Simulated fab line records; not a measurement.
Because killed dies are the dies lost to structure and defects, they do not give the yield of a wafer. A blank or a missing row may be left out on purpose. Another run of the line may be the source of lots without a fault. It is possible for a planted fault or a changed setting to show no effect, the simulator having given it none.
Chamber matching	flow nand harc	4 sister chambers for NHARC_A_SLIT_ETCH_29 on rie diel-06
The step etches the open film in CF4/O2, target depth 100 nm, overetch 10 nm, time 55 s. 4 wafers are shown with their chamber, then 7 later ones without.

## WAFERS WITH THEIR CHAMBER
wafer	chamber	showerhead plenum p Torr (Torr)
L084.2	2	1.25
L086.5	1	1.43
L088.1	3	1.30
L088.3	0	1.34

## WAFERS WHOSE CHAMBER IS MISSING
wafer	showerhead plenum p Torr (Torr)
L088.4	1.26
L089.1	1.43
L089.2	1.30
L089.3	1.25
L097.1	1.25
L097.5	1.43
L097.6	1.34

## EACH ONE'S CHAMBER
wafer	from the rows above	in truth
L088.4	2	2
L089.1	1	1
L089.2	3	3
L089.3	2	2
L097.1	2	2
L097.5	1	1
L097.6	0	0
Correct placement for 7 of the 7. Can't be placed from these rows: 0. Placed wrongly: 0.
How it was worked out, from the rows above alone: a wafer's distance from a chamber is the root of the sum, over the readings, of the square of ((its reading less the chamber's mean) divided by the reading's scatter). The wafer belongs to the nearest chamber; if the next one is less than 2 further off, it can't be placed. Each chamber's mean is taken over the wafers shown for it. The scatter (one wafer shown for each chamber): square how far every hidden wafer sits from the nearest shown wafer, average those squares and take the square root.
